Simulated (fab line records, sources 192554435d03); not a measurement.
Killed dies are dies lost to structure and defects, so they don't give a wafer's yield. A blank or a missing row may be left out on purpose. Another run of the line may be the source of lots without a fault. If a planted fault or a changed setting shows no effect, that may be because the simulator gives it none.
Split-lot experiment | flow n5Finfet | on a route of 1938 steps: 7 lots, 21 wafers read

== THE SPLIT ITSELF ==
At N5_BEOL_M7_TRENCH_ETCH_37 (etches SiCOH lowk in C4F6/O2, target depth 93.478 nm, time 31.2 s), the setting timeS was moved away from the recipe's 31.2 s on 7 of the 21 wafers read, by -17.3% to +20.3%. The other wafers ran this setting at the recipe's value.

== FROM THE SPLIT TO THE READING: what the file shows between them, 11 steps ==
- N5_BEOL_M7_ETCH_41: etches SiCN in CH3F/O2, target depth 31.9 nm, time 57.8 s
- N5_BEOL_M7_STRIP_80: strips in N2/H2, time 10 s
- N5_BEOL_M7_OCD_MEAS_38
- N5_BEOL_M7_HM_STRIP_39: strips TiN in peroxide tin strip, target depth 25 nm, time 158 s
- N5_BEOL_M7_SRD_40: time 30 s
- N5_BEOL_M7_ECD_50: material Cu, target thk 300 nm
- N5_BEOL_M7_ANNEAL_51: time 90 s
- N5_BEOL_M7_CMP_52: polishes, stops on SiCOH lowk, t overpolish 6.9 s, target thk 80 nm
- N5_BEOL_M7_THK_MEAS_53: measures by xrf
- N5_BEOL_M7_PRE_CLEAN_55: time 15 s
- N5_BEOL_M7_DEP_56: deposits SiCN from 3MS/NH3, target thk 10 nm, time 17.5 s

== THE READING ==
M7_RS in ohm/sq, measured at N5_BEOL_M7_RS_MEAS_57 by four-point-probe. Typical for fault-free wafers on this fab line: 0.285 ohm/sq, with standard deviation 0.0083 ohm/sq.

wafer  | tool, chamber at the split | timeS as run, s | against the recipe | M7_RS, ohm/sq | against lot-mates on the recipe
L075.1 | rieDiel-05, 1              | 35.41           | +13.5%             | 0.243         | -0.045
L075.5 | rieDiel-05, 0              | 31.2            | recipe             | 0.290         | -
L075.6 | rieDiel-05, 1              | 31.2            | recipe             | 0.286         | -
L080.1 | rieDiel-03, 0              | 31.2            | recipe             | 0.286         | -
L080.3 | rieDiel-03, 2              | 37.53           | +20.3%             | 0.231         | -0.050
L080.4 | rieDiel-03, 1              | 31.2            | recipe             | 0.277         | -
L083.2 | rieDiel-02, 0              | 31.2            | recipe             | 0.278         | -
L083.3 | rieDiel-02, 3              | 31.2            | recipe             | 0.294         | -
L083.5 | rieDiel-02, 2              | 36.67           | +17.5%             | 0.239         | -0.047
L081.1 | rieDiel-02, 1              | 31.2            | recipe             | 0.289         | -
L081.5 | rieDiel-02, 3              | 36.11           | +15.7%             | 0.242         | -0.054
L081.6 | rieDiel-02, 2              | 31.2            | recipe             | 0.303         | -
L085.1 | rieDiel-03, 1              | 25.79           | -17.3%             | 0.365         | +0.078
L085.3 | rieDiel-03, 3              | 31.2            | recipe             | 0.287         | -
L085.6 | rieDiel-03, 1              | 25.79           | -17.3%             | 0.360         | +0.073
L088.1 | rieDiel-05, 1              | 31.2            | recipe             | 0.292         | -
L088.2 | rieDiel-05, 2              | 31.2            | recipe             | 0.274         | -
L088.3 | rieDiel-05, 3              | 31.2            | recipe             | 0.279         | -
L097.1 | rieDiel-05, 2              | 26.71           | -14.4%             | 0.367         | +0.076
L097.5 | rieDiel-05, 1              | 31.2            | recipe             | 0.298         | -
L097.6 | rieDiel-05, 0              | 31.2            | recipe             | 0.284         | -

FIT RESULTS
A straight line over all 21 wafers: M7_RS changes by -0.00365 ohm/sq for each +1% of timeS; r = -0.96; the points scatter about the line by 0.011 ohm/sq.
The same after taking each lot's own level away (the mean of its wafers on the recipe; 21 wafers): -0.00363 ohm/sq for each +1%; r = -0.97; scatter 0.0098 ohm/sq.
On that fit, the largest move of timeS shifts the reading by 0.074 ohm/sq.
From 0.2815 to 0.2960 ohm/sq: that is the span of the lots' own levels, equal to 1.7 times the standard deviation above.
Hence the lot-to-lot level has little effect on the slope; both slopes agree.
Check: for one of the wafers moved furthest among these (+20.3%), held out of the fit, the line's prediction against its lot-mates is -0.075 ohm/sq. Against them it came out at -0.0505 ohm/sq.

== THE WHOLE CHAIN: every reading that the file lists as answering this split, in the file's order ==
step                      | what it does                                                        | reading                                                                     | change (the file's fit)               | r (the file's)
N5_BEOL_M7_TRENCH_ETCH_37 | etches SiCOH lowk in C4F6/O2, target depth 93.478 nm, time 31.2 s   | etch.depthNm (the simulator's own value, which no gauge read)               | +0.825 nm for each +1% of the setting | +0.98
N5_BEOL_M7_TRENCH_ETCH_37 | etches SiCOH lowk in C4F6/O2, target depth 93.478 nm, time 31.2 s   | BEOL_M7.featureDepthNm (the simulator's own value, which no gauge read)     | +0.829 nm for each +1% of the setting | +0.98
N5_BEOL_M7_OCD_MEAS_38    |                                                                     | trenchDepthNm                                                               | +0.822 nm for each +1% of the setting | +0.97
N5_BEOL_M7_CMP_52         | polishes, stops on SiCOH lowk, t overpolish 6.9 s, target thk 80 nm | Cu_of_BEOL_M7_ECD_50.thkNm (the simulator's own value, which no gauge read) | +0.836 nm for each +1% of the setting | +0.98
N5_BEOL_M7_THK_MEAS_53    | measures by xrf                                                     | M7_THK                                                                      | +0.848 for each +1% of the setting    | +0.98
N5_BEOL_M7_RS_MEAS_57     | measures by four-point-probe                                        | M7_RS                                                                       | -0.00343 for each +1% of the setting  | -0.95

== FILE'S OWN FIT ==
M7_RS changes by -0.00343 ohm/sq for each +1% of timeS, r = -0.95.
